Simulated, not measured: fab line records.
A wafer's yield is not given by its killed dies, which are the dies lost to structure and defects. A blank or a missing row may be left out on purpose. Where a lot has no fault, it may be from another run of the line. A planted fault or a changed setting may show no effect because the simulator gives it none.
fab line records -- flow nand-harc -- part 1 of 2: steps 1 to 28 of 42
record lots=5, wafers=15, last-day=29
route steps=1302 shown A_ZERO_WELL@395 A_SOURCE_PLATE@413 A_ONON_D1@424
lots that met no fault: taken from a fault-free run of the same line
start-h: hours from the record's opening day to when the first of the lot's shown wafers began -- wait-h: how many hours have passed since the lot's step before this one -- " same as the row above -- L1.1+2: a row that stands for several wafers -- - no value present, or no start provided -- * or withheld: withheld -- < > ~ a bound
route shown NAME@n: a module of which the file shows steps, and the number in the route of the first -- usual: mean and standard deviation over wafers with no fault -- same: alike in all rows -- chamber/n: place in a boat -- sites: per-site readings -- _std_site: their standard deviation -- _edge_site: mean of outer sites minus mean of inner sites -- radius-mm: for every site, how far away it sits from the centre of the wafer -- mask NAME#n: copy n -- behind: the tool/chamber that last shaped the wafer -- hold: what put the lot on hold/how long, in hours/how the hold closed -- device: transistor that didn't switch, given as n, p or np -- end of line: the tests these same wafers got at the end of their route -- step lacking rows: just its recipe -- killed: not the wafer's yield, but the dies lost to structure and defects at the first sort -- map: the dies of a wafer, with x for killed, . for not killed, _ for no die there
set.NAME: setting as actually run; set.NAME@STEP: the setting as run at that earlier step -- model.NAME: the simulator's own value behind a step, which no gauge read
lots seen at some steps along the route; tables by step, rows by wafer
services: from which hour (start-h, from the record's first day; less than 0 if before it) a tool's chamber was out of use, for how many hours, and why
## steps
# step NHARC_A_ZERO_WELL_COAT_04
# recipe spin-rpm=2000, resist-thk-nm=600
# usual exhaust-pa=44.9/0.92
lot.wafer,tool,chamber,start-h,wait-h,exhaust-pa
L076.4,litho-track-02,0,-,-,44.8
L076.5,litho-track-02,0,-,-,45.9
L076.6,litho-track-02,0,-,-,44.7
L079.2,litho-track-02,0,-,-,44.9
L079.5,litho-track-02,0,-,-,44.8
L079.6,litho-track-02,0,-,-,46.4
L081.1,litho-track-03,0,-,-,46.4
L081.2,litho-track-03,0,-,-,45.0
L081.4,litho-track-03,0,-,-,44.9
L085.2,litho-track-07,0,-,-,44.5
L085.3,litho-track-07,0,-,-,44.7
L085.5,litho-track-07,0,-,-,44.1
L089.1,litho-track-03,0,-,-,43.4
L089.2,litho-track-03,0,-,-,44.3
L089.4,litho-track-03,0,-,-,43.9
# step NHARC_A_ZERO_WELL_SOFTBAKE_05
# recipe temp-c=125, time-s=70
# usual exhaust-pa=44.9/0.77
lot.wafer,tool,chamber,start-h,wait-h,exhaust-pa
L076.4,litho-track-02,0,-,-,45.4
L076.5,litho-track-02,0,-,-,43.3
L076.6,litho-track-02,0,-,-,44.2
L079.2,litho-track-02,0,-,-,44.2
L079.5,litho-track-02,0,-,-,44.2
L079.6,litho-track-02,0,-,-,43.9
L081.1,litho-track-03,0,-,-,44.8
L081.2,litho-track-03,0,-,-,44.8
L081.4,litho-track-03,0,-,-,45.3
L085.2,litho-track-07,0,-,-,46.2
L085.3,litho-track-07,0,-,-,46.2
L085.5,litho-track-07,0,-,-,46.0
L089.1,litho-track-03,0,-,-,44.1
L089.2,litho-track-03,0,-,-,44.8
L089.4,litho-track-03,0,-,-,43.6
# step NHARC_A_ZERO_WELL_EBR_06
# usual exhaust-pa=44.9/0.86
lot.wafer,tool,chamber,start-h,wait-h,exhaust-pa
L076.4,litho-track-02,0,-,-,44.1
L076.5,litho-track-02,0,-,-,45.4
L076.6,litho-track-02,0,-,-,45.0
L079.2,litho-track-02,0,-,-,44.3
L079.5,litho-track-02,0,-,-,44.4
L079.6,litho-track-02,0,-,-,42.6
L081.1,litho-track-03,0,-,-,43.9
L081.2,litho-track-03,0,-,-,45.5
L081.4,litho-track-03,0,-,-,45.6
L085.2,litho-track-07,0,-,-,45.3
L085.3,litho-track-07,0,-,-,45.6
L085.5,litho-track-07,0,-,-,45.1
L089.1,litho-track-03,0,-,-,45.4
L089.2,litho-track-03,0,-,-,45.6
L089.4,litho-track-03,0,-,-,45.2
# step NHARC_A_ZERO_WELL_EXPOSE_07
# recipe na=0.55, dose-mj=33.85, mask-id=A_ZERO
lot.wafer,tool,chamber,start-h,wait-h,mask
L076.4+5+6,krf-scanner-02,0,159.64,-,A_ZERO#0
L079.2+5+6,krf-scanner-02,0,186.02,-,A_ZERO#0
L081.1+2+4,krf-scanner-01,0,219.58,-,A_ZERO#0
L085.2+3+5,krf-scanner-02,0,258.56,-,A_ZERO#0
L089.1+2+4,krf-scanner-02,0,282.55,-,A_ZERO#0
# step NHARC_A_ZERO_WELL_PEB_08
# recipe peb-temp-c=128, peb-time-s=80
# usual exhaust-pa=45.2/0.96
lot.wafer,tool,chamber,start-h,wait-h,exhaust-pa
L076.4,litho-track-07,0,159.69,0.0,44.6
L076.5,litho-track-07,0,159.69,0.0,45.5
L076.6,litho-track-07,0,159.69,0.0,44.5
L079.2,litho-track-02,0,186.08,0.1,45.4
L079.5,litho-track-02,0,186.08,0.1,45.2
L079.6,litho-track-02,0,186.08,0.1,46.2
L081.1,litho-track-02,0,219.64,0.1,45.2
L081.2,litho-track-02,0,219.64,0.1,45.1
L081.4,litho-track-02,0,219.64,0.1,46.2
L085.2,litho-track-02,0,258.62,0.1,43.5
L085.3,litho-track-02,0,258.62,0.1,44.9
L085.5,litho-track-02,0,258.62,0.1,44.4
L089.1,litho-track-03,0,282.61,0.1,45.5
L089.2,litho-track-03,0,282.61,0.1,43.4
L089.4,litho-track-03,0,282.61,0.1,44.1
# step NHARC_A_ZERO_WELL_DEVELOP_09
# recipe time-s=50, dev-temp-c=22
# usual exhaust-pa=45.1/0.91
lot.wafer,tool,chamber,start-h,wait-h,exhaust-pa
L076.4,litho-track-07,0,-,-,45.9
L076.5,litho-track-07,0,-,-,46.0
L076.6,litho-track-07,0,-,-,45.3
L079.2,litho-track-02,0,-,-,43.7
L079.5,litho-track-02,0,-,-,45.1
L079.6,litho-track-02,0,-,-,44.1
L081.1,litho-track-02,0,-,-,44.2
L081.2,litho-track-02,0,-,-,44.6
L081.4,litho-track-02,0,-,-,45.9
L085.2,litho-track-02,0,-,-,46.2
L085.3,litho-track-02,0,-,-,44.7
L085.5,litho-track-02,0,-,-,45.3
L089.1,litho-track-03,0,-,-,46.5
L089.2,litho-track-03,0,-,-,44.5
L089.4,litho-track-03,0,-,-,46.2
# step NHARC_A_ZERO_WELL_CD_MEAS_10
# recipe target-cd-nm=2000, landing-energy-ev=500
# usual cd-nm=2000.4/1.2
lot.wafer,tool,chamber,start-h,wait-h,cd-nm
L076.4,cd-sem-01,0,159.78,-,1998.7
L076.5,cd-sem-01,0,159.78,-,1999.8
L076.6,cd-sem-01,0,159.78,-,1998.5
L079.2,cd-sem-03,0,186.16,-,1998.9
L079.5,cd-sem-03,0,186.16,-,2000.0
L079.6,cd-sem-03,0,186.16,-,1998.8
L081.1,cd-sem-03,0,219.73,-,2001.1
L081.2,cd-sem-03,0,219.73,-,2002.0
L081.4,cd-sem-03,0,219.73,-,1999.9
L085.2,cd-sem-03,0,258.70,-,2000.0
L085.3,cd-sem-03,0,258.70,-,2001.5
L085.5,cd-sem-03,0,258.70,-,1999.6
L089.1,cd-sem-02,0,282.70,-,2000.9
L089.2,cd-sem-02,0,282.70,-,2000.4
L089.4,cd-sem-02,0,282.70,-,2001.5
# step NHARC_A_ZERO_WELL_HARDBAKE_11
# recipe temp-c=118, time-s=65
# usual exhaust-pa=45.0/0.94
lot.wafer,tool,chamber,start-h,wait-h,exhaust-pa
L076.4,litho-track-07,0,159.86,-,45.5
L076.5,litho-track-07,0,159.86,-,44.5
L076.6,litho-track-07,0,159.86,-,43.3
L079.2,litho-track-07,0,186.24,-,45.4
L079.5,litho-track-07,0,186.24,-,46.1
L079.6,litho-track-07,0,186.24,-,46.8
L081.1,litho-track-07,0,219.81,-,46.6
L081.2,litho-track-07,0,219.81,-,44.2
L081.4,litho-track-07,0,219.81,-,44.8
L085.2,litho-track-07,0,258.78,-,45.6
L085.3,litho-track-07,0,258.78,-,46.2
L085.5,litho-track-07,0,258.78,-,46.0
L089.1,litho-track-03,0,282.78,-,44.2
L089.2,litho-track-03,0,282.78,-,45.1
L089.4,litho-track-03,0,282.78,-,45.3
# step NHARC_A_ZERO_WELL_DESCUM_12
# recipe time-s=3, o2-flow-sccm=200, ar-flow-sccm=0, bias-power-w=0, chemistry=O2
# usual chamber-pressure-mTorr=60.00/0.058, drypump-motor-current-A=5.7/0.51, o2-flow-sccm=200.0/0.59, oes-product-au=1.001/0.0074, rf-vpp-V=58.0/0.87, showerhead-plenum-p-Torr=1.95/0.071, throttle-valve-pct=11.310/0.0098
lot.wafer,tool,chamber,start-h,wait-h,chamber-pressure-mTorr,drypump-motor-current-A,o2-flow-sccm,oes-product-au,rf-hours-counter-h,rf-vpp-V,showerhead-plenum-p-Torr,throttle-valve-pct
L076.5,rie-diel-07,1,159.96,-,59.93,6.0,200.7,0.998,-,58.6,2.05,11.300
L076.4,rie-diel-07,2,159.96,-,59.90,5.9,200.0,1.015,-,56.6,1.96,11.316
L076.6,rie-diel-07,0,159.96,-,59.98,4.8,199.4,1.003,-,59.9,1.92,11.307
L079.2,rie-diel-07,1,186.34,-,59.90,5.9,200.0,1.003,2,58.6,2.05,11.306
L079.5,rie-diel-07,0,186.34,-,59.97,4.8,199.7,0.991,-,57.2,1.92,11.312
L079.6,rie-diel-07,1,186.34,-,60.07,5.9,200.5,0.999,-,59.6,2.05,11.308
L081.1,rie-diel-11,1,219.88,-,60.02,5.5,200.0,1.007,20,58.3,1.95,11.316
L081.4,rie-diel-11,2,219.88,-,60.06,5.4,200.0,1.007,18,57.2,1.96,11.320
L081.2,rie-diel-11,0,219.88,-,60.04,5.2,199.4,1.008,19,59.0,2.01,11.307
L085.3,rie-diel-03,1,258.86,-,59.94,5.6,200.4,1.001,45,59.0,2.00,11.297
L085.2,rie-diel-03,3,258.86,-,59.94,6.2,199.6,1.000,48,57.5,2.06,11.303
L085.5,rie-diel-03,1,258.86,-,59.99,5.6,201.1,1.002,-,57.9,2.00,11.306
L089.1,rie-diel-07,0,282.86,-,59.97,4.8,199.6,1.005,5,58.3,1.92,11.307
L089.4,rie-diel-07,1,282.86,-,59.94,6.0,200.4,1.000,5,57.7,2.05,11.303
L089.2,rie-diel-07,3,282.86,-,59.95,6.1,199.3,1.012,3,58.1,1.85,11.312
# step NHARC_A_ZERO_WELL_ETCH_19
# recipe target-depth-a=800, overetch-a=240, time-s=87.88, ion-energy-ev=200, n2-flow-sccm=150, h2-flow-sccm=150, ar-flow-sccm=0, rf-w=400, bias-w=150, chemistry=N2/H2
# usual chamber-pressure-mTorr=29.996/0.029, drypump-motor-current-A=5.8/0.49, oes-product-au=0.999/0.0078, rf-vpp-V=431.3/2.3, showerhead-plenum-p-Torr=2.08/0.08, throttle-valve-pct=14.172/0.0075
lot.wafer,tool,chamber,start-h,wait-h,chamber-pressure-mTorr,drypump-motor-current-A,oes-product-au,rf-hours-counter-h,rf-vpp-V,showerhead-plenum-p-Torr,throttle-valve-pct
L076.6,rie-diel-07,1,160.06,0.1,30.015,5.9,0.995,-,433.7,2.19,14.185
L076.4,rie-diel-07,2,160.06,0.1,29.974,6.0,0.994,-,431.5,2.09,14.164
L076.5,rie-diel-07,0,160.06,0.1,30.028,4.8,0.984,-,430.9,2.05,14.163
L079.2,rie-diel-07,0,186.42,0.1,29.985,4.8,0.997,2,433.0,2.05,14.166
L079.6,rie-diel-07,0,186.42,0.1,30.033,4.8,0.995,-,430.0,2.05,14.167
L079.5,rie-diel-07,1,186.42,0.1,29.923,5.9,1.004,-,435.2,2.18,14.172
L081.4,rie-diel-11,3,219.97,0.1,29.931,6.6,1.001,18,428.3,1.93,14.166
L081.2,rie-diel-11,0,219.97,0.1,30.028,5.2,0.993,19,434.1,2.14,14.169
L081.1,rie-diel-11,1,219.97,0.1,30.002,5.4,0.989,20,432.4,2.08,14.157
L085.2,rie-diel-03,0,258.95,0.1,30.004,5.7,1.003,55,430.7,2.00,14.168
L085.3,rie-diel-03,2,258.95,0.1,30.002,6.5,0.993,47,427.8,1.97,14.178
L085.5,rie-diel-03,0,258.95,0.1,30.002,5.7,1.001,-,430.4,2.00,14.184
L089.1,rie-diel-07,1,282.94,0.1,29.983,6.0,1.015,5,435.1,2.18,14.172
L089.4,rie-diel-07,2,282.94,0.1,30.026,6.0,1.006,4,432.1,2.08,14.165
L089.2,rie-diel-07,3,282.94,0.1,30.032,6.1,1.012,3,428.3,1.97,14.174
# step NHARC_A_ZERO_WELL_ETCH_13
# recipe target-depth-a=1200, time-s=40.1, hbr-flow-sccm=150, cl2-flow-sccm=50, rf-w=400, icp-w=400, bias-w=100, chemistry=HBr/Cl2
# usual chamber-pressure-mTorr=15.001/0.014, drypump-motor-current-A=5.9/0.41, oes-product-au=1.000/0.0084, throttle-valve-pct=26.406/0.0093
lot.wafer,tool,chamber,start-h,wait-h,chamber-pressure-mTorr,drypump-motor-current-A,oes-product-au,rf-hours-counter-h,throttle-valve-pct
L076.4,rie-si-03,0,160.18,-,15.027,5.0,1.002,0.6,26.399
L076.6,rie-si-03,3,160.18,-,15.013,5.9,1.012,-,26.393
L076.5,rie-si-03,0,160.18,-,14.989,5.0,0.991,-,26.402
L079.2,rie-si-06,0,186.58,-,14.987,5.9,1.008,0.6,26.400
L079.5,rie-si-06,2,186.58,-,14.992,6.2,0.987,-,26.408
L079.6,rie-si-06,3,186.58,-,14.998,6.6,1.019,-,26.404
L081.4,rie-si-06,3,220.09,-,14.987,6.6,0.997,0.9,26.409
L081.2,rie-si-06,0,220.09,-,14.995,5.9,1.021,0.9,26.401
L081.1,rie-si-06,1,220.09,-,15.008,5.8,1.010,0.8,26.404
L085.3,rie-si-06,3,259.09,-,15.017,6.6,0.997,0.0,26.412
L085.2,rie-si-06,0,259.09,-,14.983,5.9,1.005,0.0,26.408
L085.5,rie-si-06,2,259.09,-,15.024,6.2,1.007,-,26.381
L089.4,rie-si-01,0,283.07,-,14.991,5.8,0.989,0.4,26.417
L089.1,rie-si-01,1,283.07,-,14.997,6.5,0.998,0.5,26.396
L089.2,rie-si-01,2,283.07,-,15.017,5.7,1.006,0.5,26.396
# step NHARC_A_ZERO_WELL_STRIP_14
# recipe time-s=900, temp-c=130, chemistry=SPM
lot.wafer,tool,chamber,start-h,wait-h
L076.6+4+5,wet-bench-06,"2,3,5",160.32,-
L079.6+2+5,wet-bench-06,"7,2,3",186.71,-
L081.1+2+4,wet-bench-02,"3,4,7",220.25,-
L085.5+3+2,wet-bench-06,"0,2,4",259.21,-
L089.2+4+1,wet-bench-04,"2,4,6",283.21,-
# step NHARC_A_ZERO_WELL_IMPLANT_15
# recipe energy-kev=150, dose-cm2=1e+13, tilt-deg=7
# usual faraday-current-uA=126.9/2.3
lot.wafer,tool,chamber,start-h,wait-h,faraday-current-uA
L076.4,implanter-01,0,160.81,0.1,131.5
L076.5,implanter-01,0,160.81,0.1,127.5
L076.6,implanter-01,0,160.81,0.1,127.9
L079.2,implanter-01,0,187.13,0.1,127.2
L079.5,implanter-01,0,187.13,0.1,128.0
L079.6,implanter-01,0,187.13,0.1,128.1
L081.1,implanter-02,0,220.64,0.1,127.8
L081.2,implanter-02,0,220.64,0.1,127.6
L081.4,implanter-02,0,220.64,0.1,129.3
L085.2,implanter-02,0,259.65,0.1,130.5
L085.3,implanter-02,0,259.65,0.1,124.2
L085.5,implanter-02,0,259.65,0.1,124.7
L089.1,implanter-01,0,283.61,0.1,125.2
L089.2,implanter-01,0,283.61,0.1,125.7
L089.4,implanter-01,0,283.61,0.1,126.8
# step NHARC_A_ZERO_WELL_PRECLEAN_22
# recipe time-s=60, temp-c=50, bath-age-min=0, chemistry=SC1
lot.wafer,tool,chamber,start-h,wait-h
L076.4+6+5,wet-bench-02,"3,5,6",160.94,0.1
L079.6+5+2,wet-bench-04,"7,3,4",187.31,0.0
L081.4+2+1,wet-bench-04,"5,7,0",220.86,0.1
L085.5+3+2,wet-bench-06,"5,0,1",259.84,0.1
L089.4+2+1,wet-bench-06,"6,0,3",283.83,0.1
# step NHARC_A_ZERO_WELL_SRD_23
lot.wafer,tool,chamber,start-h,wait-h
L076.4+6+5,wet-bench-02,"3,5,6",-,-
L079.6+5+2,wet-bench-04,"7,3,4",-,-
L081.4+2+1,wet-bench-04,"5,7,0",-,-
L085.5+3+2,wet-bench-06,"5,0,1",-,-
L089.4+2+1,wet-bench-06,"6,0,3",-,-
# step NHARC_A_ZERO_WELL_RTA_16
# recipe temp-c=1000, time-s=10
# usual anneal-temp-c-max=1003.4/0.82, lamp-power-pct=29.13/0.11, wafer_temp_C_max=1004.0/0.89
lot.wafer,tool,chamber,start-h,wait-h,anneal-temp-c-max,lamp-power-pct,wafer_temp_C_max
L076.4,rtp-anneal-02,0,161.15,-,1002.7,29.24,1004.5
L076.5,rtp-anneal-02,0,161.15,-,1002.6,29.22,1004.3
L076.6,rtp-anneal-02,0,161.15,-,1002.4,29.21,1003.4
L079.2,rtp-anneal-01,0,187.48,-,1004.0,29.05,1005.4
L079.5,rtp-anneal-01,0,187.48,-,1003.6,29.05,1005.2
L079.6,rtp-anneal-01,0,187.48,-,1003.7,28.97,1003.6
L081.1,rtp-anneal-02,0,220.99,-,1003.3,29.29,1003.5
L081.2,rtp-anneal-02,0,220.99,-,1003.9,29.18,1002.7
L081.4,rtp-anneal-02,0,220.99,-,1003.6,29.25,1003.2
L085.2,rtp-anneal-02,0,260.00,-,1003.4,29.21,1004.3
L085.3,rtp-anneal-02,0,260.00,-,1004.6,29.22,1003.5
L085.5,rtp-anneal-02,0,260.00,-,1004.3,29.25,1004.9
L089.1,rtp-anneal-02,0,283.97,-,1002.9,29.20,1004.8
L089.2,rtp-anneal-02,0,283.97,-,1002.9,29.19,1003.4
L089.4,rtp-anneal-02,0,283.97,-,1003.2,29.23,1004.5
# step NHARC_A_ZERO_WELL_INSPECT_17
# usual raw-defect-count=12/6.5
lot.wafer,tool,chamber,start-h,wait-h,raw-defect-count
L076.4,defect-inspect-02,-,161.27,0.1,25
L076.5,defect-inspect-02,-,161.27,0.1,33
L076.6,defect-inspect-02,-,161.27,0.1,29
L079.2,defect-inspect-01,-,187.65,0.1,9
L079.5,defect-inspect-01,-,187.65,0.1,14
L079.6,defect-inspect-01,-,187.65,0.1,10
L081.1,defect-inspect-01,-,221.19,0.2,10
L081.2,defect-inspect-01,-,221.19,0.2,14
L081.4,defect-inspect-01,-,221.19,0.2,8
L085.2,defect-inspect-02,-,260.17,0.1,16
L085.3,defect-inspect-02,-,260.17,0.1,16
L085.5,defect-inspect-02,-,260.17,0.1,11
L089.1,defect-inspect-01,-,284.17,0.2,5
L089.2,defect-inspect-01,-,284.17,0.2,3
L089.4,defect-inspect-01,-,284.17,0.2,5
# step NHARC_A_SOURCE_PLATE_PRECLEAN_00
# recipe time-s=60, chemistry=HF-LAST
lot.wafer,tool,chamber,start-h,wait-h
L076.6+5+4,wet-bench-05,"1,3,5",161.36,0.1
L079.6+2+5,wet-bench-01,"7,2,4",187.70,0.0
L081.4+2+1,wet-bench-07,"0,2,3",221.25,0.1
L085.2+3+5,wet-bench-05,"6,7,0",260.29,0.1
L089.1+4+2,wet-bench-07,"2,5,6",284.22,0.1
# step NHARC_A_SOURCE_PLATE_SRD_01
lot.wafer,tool,chamber,start-h,wait-h
L076.6+5+4,wet-bench-05,"1,3,5",-,-
L079.6+2+5,wet-bench-01,"7,2,4",-,-
L081.4+2+1,wet-bench-07,"0,2,3",-,-
L085.2+3+5,wet-bench-05,"6,7,0",260.37,0.1
L089.1+4+2,wet-bench-07,"2,5,6",-,-
# step NHARC_A_SOURCE_PLATE_OXIDE_02
# recipe target-thk-a=100, temp-c=900, ox-time-s=1362, material=SiO2
lot.wafer,tool,chamber,start-h,wait-h
L076.4+5+6,furnace-07,0,165.71,-
L079.2+5+6,furnace-01,0,190.89,-
L081.1+2+4,furnace-03,0,223.95,-
L085.2+3+5,furnace-03,0,263.50,3.1
L089.1+2+4,furnace-07,0,287.05,-
# step NHARC_A_SOURCE_PLATE_THK_MEAS_09
# recipe thk-meas-gauge=ellipsometry
# usual thk-nm=9.8/0.97
lot.wafer,tool,chamber,start-h,wait-h,thk-nm
L076.4,film-metro-01,-,169.67,0.4,11.6
L076.5,film-metro-01,-,169.67,0.4,8.5
L076.6,film-metro-01,-,169.67,0.4,9.3
L079.2,film-metro-01,-,194.97,0.4,9.3
L079.5,film-metro-01,-,194.97,0.4,11.0
L079.6,film-metro-01,-,194.97,0.4,10.8
L081.1,film-metro-02,-,228.00,0.4,8.4
L081.2,film-metro-02,-,228.00,0.4,7.9
L081.4,film-metro-02,-,228.00,0.4,9.8
L085.2,film-metro-02,-,267.50,0.4,10.9
L085.3,film-metro-02,-,267.50,0.4,8.8
L085.5,film-metro-02,-,267.50,0.4,10.7
L089.1,film-metro-01,-,291.10,0.4,9.9
L089.2,film-metro-01,-,291.10,0.4,8.9
L089.4,film-metro-01,-,291.10,0.4,10.7
# step NHARC_A_SOURCE_PLATE_PVD_04
# recipe target-thk-a=500, material=WSi2
lot.wafer,tool,chamber,start-h,wait-h
L076.4+5+6,pvd-sputter-03,-,169.75,0.1
L079.2+5+6,pvd-sputter-03,-,195.04,0.1
L081.4+2+1,pvd-sputter-02,-,228.06,0.1
L085.3+2+5,pvd-sputter-01,-,267.56,0.1
L089.1+4+2,pvd-sputter-03,-,291.18,0.1
# step NHARC_A_SOURCE_PLATE_CVD_03
# recipe target-thk-a=2000, temp-c=620, pressure-mtorr=200, time-s=4000, material=poly-Si
lot.wafer,tool,chamber,start-h,wait-h
L076.4+5+6,lpcvd-poly-01,0,172.26,-
L079.2+5+6,lpcvd-poly-01,0,197.56,-
L081.1+2+4,lpcvd-poly-01,0,230.59,-
L085.2+3+5,lpcvd-poly-04,0,269.98,-
L089.1+2+4,lpcvd-poly-01,0,293.69,-
# step NHARC_A_SOURCE_PLATE_ANNEAL_05
# recipe temp-c=850, time-s=1800
lot.wafer,tool,chamber,start-h,wait-h
L076.4+5+6,furnace-03,0,179.52,4.1
L079.2+5+6,furnace-03,0,203.74,3.1
L081.1+2+4,furnace-01,0,237.08,3.4
L085.2+3+5,furnace-03,0,276.04,2.9
L089.1+2+4,furnace-01,0,300.13,3.4
# step NHARC_A_SOURCE_PLATE_THK_MEAS_06
# recipe thk-meas-gauge=ellipsometry
# usual thk-nm=200.2/2
lot.wafer,tool,chamber,start-h,wait-h,thk-nm
L076.4,film-metro-01,-,183.47,0.4,198.1
L076.5,film-metro-01,-,183.47,0.4,199.2
L076.6,film-metro-01,-,183.47,0.4,197.5
L079.2,film-metro-01,-,207.73,0.4,203.0
L079.5,film-metro-01,-,207.73,0.4,201.9
L079.6,film-metro-01,-,207.73,0.4,203.3
L081.1,film-metro-01,-,240.99,0.4,199.4
L081.2,film-metro-01,-,240.99,0.4,201.0
L081.4,film-metro-01,-,240.99,0.4,203.5
L085.2,film-metro-01,-,280.01,0.4,197.6
L085.3,film-metro-01,-,280.01,0.4,198.0
L085.5,film-metro-01,-,280.01,0.4,198.0
L089.1,film-metro-02,-,304.09,0.4,200.2
L089.2,film-metro-02,-,304.09,0.4,198.7
L089.4,film-metro-02,-,304.09,0.4,199.5
# step NHARC_A_SOURCE_PLATE_INSPECT_08
# usual raw-defect-count=63/26
lot.wafer,tool,chamber,start-h,wait-h,raw-defect-count
L076.4,defect-inspect-01,-,183.53,0.0,57
L076.5,defect-inspect-01,-,183.53,0.0,56
L076.6,defect-inspect-01,-,183.53,0.0,38
L079.2,defect-inspect-02,-,207.79,0.0,92
L079.5,defect-inspect-02,-,207.79,0.0,97
L079.6,defect-inspect-02,-,207.79,0.0,108
L081.1,defect-inspect-02,-,241.10,0.0,37
L081.2,defect-inspect-02,-,241.10,0.0,67
L081.4,defect-inspect-02,-,241.10,0.0,85
L085.2,defect-inspect-02,-,280.07,0.0,107
L085.3,defect-inspect-02,-,280.07,0.0,55
L085.5,defect-inspect-02,-,280.07,0.0,65
L089.1,defect-inspect-01,-,304.17,0.0,62
L089.2,defect-inspect-01,-,304.17,0.0,49
L089.4,defect-inspect-01,-,304.17,0.0,57
# step NHARC_A_ONON_D1_DEP_00
# recipe target-thk-a=10000, n2-flow-sccm=2750, n2o-flow-sccm=2000, nh3-flow-sccm=500, sih4-flow-sccm=210, temp-c=400
lot.wafer,tool,chamber,start-h,wait-h
L076.4+5+6,pecvd-onon-03,0,183.77,0.2
L079.2+5+6,pecvd-onon-04,0,207.91,0.1
L081.1+2+4,pecvd-onon-04,0,241.16,0.1
L085.2+3+5,pecvd-onon-03,0,280.20,0.1
L089.1+2+4,pecvd-onon-03,0,304.24,0.1
# step NHARC_A_ONON_D1_THK_MEAS_02
# recipe thk-meas-gauge=ellipsometry
# usual thk-nm=1003/8.9
lot.wafer,tool,chamber,start-h,wait-h,thk-nm
L076.4,film-metro-01,-,184.11,-,1007
L076.5,film-metro-01,-,184.11,-,1011
L076.6,film-metro-01,-,184.11,-,1007
L079.2,film-metro-01,-,208.37,-,996
L079.5,film-metro-01,-,208.37,-,997
L079.6,film-metro-01,-,208.37,-,996
L081.1,film-metro-01,-,241.67,-,1007
L081.2,film-metro-01,-,241.67,-,1008
L081.4,film-metro-01,-,241.67,-,1008
L085.2,film-metro-02,-,280.65,-,1004
L085.3,film-metro-02,-,280.65,-,1005
L085.5,film-metro-02,-,280.65,-,1004
L089.1,film-metro-01,-,304.77,-,1017
L089.2,film-metro-01,-,304.77,-,1020
L089.4,film-metro-01,-,304.77,-,1018
